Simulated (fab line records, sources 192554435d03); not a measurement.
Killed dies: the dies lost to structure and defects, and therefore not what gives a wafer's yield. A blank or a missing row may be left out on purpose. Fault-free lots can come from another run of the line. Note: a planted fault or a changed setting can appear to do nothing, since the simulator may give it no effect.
The tool behind it: which one? + flow n5 finfet + 10 lots, 29 wafers sampled, at 3 steps of a route of 1938

== WHAT THE GAUGES SHOWED, per wafer ==
N5_BEOL_M4_RC_MEAS_101.
| lot  | measured     | on        | EOT_P             |
|------|--------------|-----------|-------------------|
| L192 | day 7 23:26  | prober-01 | 10.41 10.47 10.48 |
| L194 | day 8 13:53  | prober-01 | 10.47 10.55 10.54 |
| L197 | day 9 20:05  | prober-02 | 10.30 10.60 10.45 |
| L201 | day 10 19:41 | prober-01 | 10.49 10.51 10.61 |
| L199 | day 10 15:15 | prober-02 | 10.65 10.65 10.47 |
| L200 | day 11 08:06 | prober-01 | 10.56 10.49 10.48 |
| L204 | day 11 18:49 | prober-02 | 10.40 14.79 10.49 |
| L209 | day 12 20:09 | prober-01 | 14.82 14.97       |
| L214 | day 13 07:43 | prober-02 | 10.40 10.38 10.36 |
| L215 | day 14 16:33 | prober-02 | 10.47 10.41 10.62 |

== WHICH TOOL RAN EACH LOT (tool, then ch and the chambers of the sampled wafers, then the start) ==
| lot  | N5_DUMMY_REMOVAL_PRECLEAN_08        | N5_BEOL_M4_ANNEAL_91         |
|------|-------------------------------------|------------------------------|
| L192 | remote plasma-02 ch 1, day 4 03:55  | pvd sputter-01, day 7 21:17  |
| L194 | remote plasma-02 ch 1, day 4 14:40  | pvd sputter-01, day 8 12:01  |
| L197 | remote plasma-02 ch 1, day 5 13:58  | pvd sputter-02, day 9 18:24  |
| L201 | remote plasma-02 ch 1, day 6 10:01  | pvd sputter-03, day 10 17:28 |
| L199 | remote plasma-02 ch 0, day 6 12:08  | pvd sputter-01, day 10 13:08 |
| L200 | remote plasma-02 ch 1, day 6 15:40  | pvd sputter-02, day 11 06:25 |
| L204 | remote plasma-02 ch 0, day 7 00:22  | pvd sputter-03, day 11 16:40 |
| L209 | remote plasma-02 ch 1, day 8 05:59  | pvd sputter-02, day 12 17:55 |
| L214 | remote plasma-01 ch 0, day 9 15:43  | pvd sputter-01, day 13 06:02 |
| L215 | remote plasma-01 ch 1, day 10 00:08 | pvd sputter-02, day 14 14:42 |
- N5_DUMMY_REMOVAL_PRECLEAN_08: cleans in NF3:NH3, afs cycles 2, time 20 s, sublimation time 60 s.
- N5_BEOL_M4_ANNEAL_91: time 240 s.

== THE ANSWER, worked out from the rows above alone ==
Rule: usual is defined by the lots themselves. The widest of any qualifying gaps counts: lots, ordered by their means at a reading, are off when they make up no more than a third of the lots, leave a main group of 4 or more, and stand apart from it by 3 or more times the standard deviation of that group's means. If all means in a main group match to the digits the tables above print for the reading, that group is not used. Also off: a lot with no number at a reading for which 4 or more lots have one. The other lots that the step has rows for count as sound.
Off: at N5_BEOL_M4_RC_MEAS_101 (EOT_P), L204, L209. Main group: mean 10.49, sd 0.06.
A tool fits if, at a process step before that reading, it ran every lot that is off, and no sound lot after the first of them. Gauges at N5_BEOL_M4_RC_MEAS_101: tried the same way as those tools. One fits: N5_DUMMY_REMOVAL_PRECLEAN_08 on remote plasma-02. A fault onset in the window from L200 (day 6 15:40, its last sound lot) to L204 (day 7 00:22, its first lot off) fits.

== WHAT THE SIMULATOR HAD INSERTED ==
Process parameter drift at N5_DUMMY_REMOVAL_PRECLEAN_08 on remote plasma-02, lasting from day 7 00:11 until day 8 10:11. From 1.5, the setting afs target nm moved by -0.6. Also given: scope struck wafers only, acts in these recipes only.
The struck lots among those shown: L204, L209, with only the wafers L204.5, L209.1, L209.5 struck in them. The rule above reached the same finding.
